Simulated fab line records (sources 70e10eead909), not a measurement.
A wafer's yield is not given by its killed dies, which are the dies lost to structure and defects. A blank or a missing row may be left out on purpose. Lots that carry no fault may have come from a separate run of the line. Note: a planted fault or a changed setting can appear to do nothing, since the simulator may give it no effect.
Matching of chambers | flow nand-harc | rie-diel-11 running NHARC_A_STAIRCASE_TRIM_229: 4 sister chambers
The step chemistry O2, time 211.2 s. 4 wafers are shown with their chamber, then 12 later ones without.

## WAFERS, EACH WITH ITS CHAMBER
wafer  | chamber | showerhead-plenum-p-Torr (Torr)
L086.4 | 2       | 3.41
L091.1 | 1       | 3.61
L091.3 | 3       | 3.45
L091.6 | 0       | 3.35

## WAFERS MISSING THEIR CHAMBER
wafer  | showerhead-plenum-p-Torr (Torr)
L092.1 | 3.45
L092.3 | 3.61
L092.6 | 3.40
L093.1 | 3.45
L093.3 | 3.35
L093.6 | 3.35
L094.1 | 3.45
L094.2 | 3.35
L094.4 | 3.61
L096.1 | 3.61
L096.2 | 3.35
L096.6 | 3.40

## WHICH CHAMBER EACH ONE RAN IN
wafer  | from the rows above | in truth
L092.1 | 3                   | 3
L092.3 | 1                   | 1
L092.6 | 2                   | 2
L093.1 | 3                   | 3
L093.3 | 0                   | 0
L093.6 | 0                   | 0
L094.1 | 3                   | 3
L094.2 | 0                   | 0
L094.4 | 1                   | 1
L096.1 | 1                   | 1
L096.2 | 0                   | 0
L096.6 | 2                   | 2
Placed correctly: 12 of 12. Can't be placed from these rows: 0. Number placed wrongly: 0.
How it was worked out, from the rows above alone: a wafer's distance from a chamber is the root of the sum, over the readings, of the square of ((its reading less the chamber's mean) divided by the reading's scatter). The wafer belongs to the nearest chamber; if the next one is less than 2 further off, it can't be placed. The mean given for a chamber averages the wafers shown for that chamber. The scatter: with one shown wafer a chamber, the root of the mean of the squares of how far each hidden wafer lies from its nearest shown one.
